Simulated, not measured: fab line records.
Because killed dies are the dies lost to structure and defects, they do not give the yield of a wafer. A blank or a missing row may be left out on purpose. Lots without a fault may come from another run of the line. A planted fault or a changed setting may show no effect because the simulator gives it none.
Split-lot trial    flow n5-finfet    on a route of 1938 steps: 7 lots, 21 wafers read

== ABOUT THE SPLIT ==
At N5_MIM_BOT_ETCH_ETCH_04 (etches SiNx in CF4/O2, target depth 26 nm, time 13 s), the setting time-s was moved away from the recipe's 13 s on 5 of the 21 wafers read, by +15.4% to +21.5%. This setting was run at the recipe's value on the other wafers.

The split's own step is where the reading is taken.

== THE READING ==
etch.depth-nm (the simulator's own value, which no gauge read), in nm, at N5_MIM_BOT_ETCH_ETCH_04 (etches SiNx in CF4/O2, target depth 26 nm, time 13 s). The file gives no usual value for it. Average 26.23 nm, standard deviation 0.57 nm, over the 16 wafers here run with the recipe.

wafer   tool, chamber at the split  time-s as run, s  against the recipe  etch.depth-nm, nm  against lot-mates on the recipe
L074.1  rie-diel-03, 0              13                recipe              26.62              -
L074.2  rie-diel-03, 2              13                recipe              27.2               -
L074.3  rie-diel-03, 1              13                recipe              25.6               -
L076.1  rie-diel-05, 0              15                +15.4%              31.28              +5.49
L076.2  rie-diel-05, 2              13                recipe              25.79              -
L076.4  rie-diel-05, 0              15                +15.4%              30.8               +5.01
L078.2  rie-diel-02, 0              13                recipe              26.16              -
L078.3  rie-diel-02, 1              13                recipe              25.05              -
L078.6  rie-diel-02, 0              13                recipe              26.38              -
L082.1  rie-diel-03, 0              13                recipe              26.72              -
L082.3  rie-diel-03, 1              13                recipe              25.91              -
L082.4  rie-diel-03, 2              13                recipe              27.29              -
L084.2  rie-diel-03, 1              13                recipe              25.74              -
L084.3  rie-diel-03, 0              13                recipe              26.29              -
L084.5  rie-diel-03, 2              13                recipe              26.72              -
L087.3  rie-diel-02, 2              15.79             +21.5%              31.87              +5.78
L087.4  rie-diel-02, 3              13                recipe              26.03              -
L087.5  rie-diel-02, 2              13                recipe              26.15              -
L095.2  rie-diel-02, 1              13                recipe              26.05              -
L095.4  rie-diel-02, 0              15.4              +18.5%              30.89              +4.84
L095.5  rie-diel-02, 3              15.4              +18.5%              30.69              +4.64

THE FIT
A straight line over all 21 wafers: etch.depth-nm changes by +0.27 nm for each +1% of time-s; r = +0.97; the points scatter about the line by 0.59 nm.
The same after taking each lot's own level away (the mean of its wafers on the recipe; 21 wafers): +0.284 nm for each +1%; r = +0.97; scatter 0.56 nm.
Per that fit: largest time-s move, reading shift of 6.1 nm.
Across the lots, their own levels run from 25.790 to 26.640 nm, a range of 1.5 times the standard deviation given above.
Consequently the slope shifts little with the lot-to-lot level, the two slopes agreeing.
Check: with one of the wafers moved furthest among these (+21.5%) left out of the fit, the line predicts +6.25 nm for it against its lot-mates. Against them it came out at +5.78 nm.

== ADDITIONAL SPLITS CARRIED BY THESE WAFERS ==
Note: prior to the reading, these wafers also went through further splits. Each is held against what the fit with the lots' levels taken away leaves over:
other split on the same wafers  wafers away from the commonest value  r with etch.depth-nm (lot level and that fit taken away)
N5_BEOL_M14_PEB_26 peb-temp-c   8                                     -0.07
N5_BEOL_M15_COAT_22 spin-rpm    4                                     +0.27
N5_BEOL_M15_ETCH_61 time-s      7                                     +0.06

== THE FILE'S OWN FIT ==
etch.depth-nm changes by +0.281 nm for each +1% of time-s, r = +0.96.
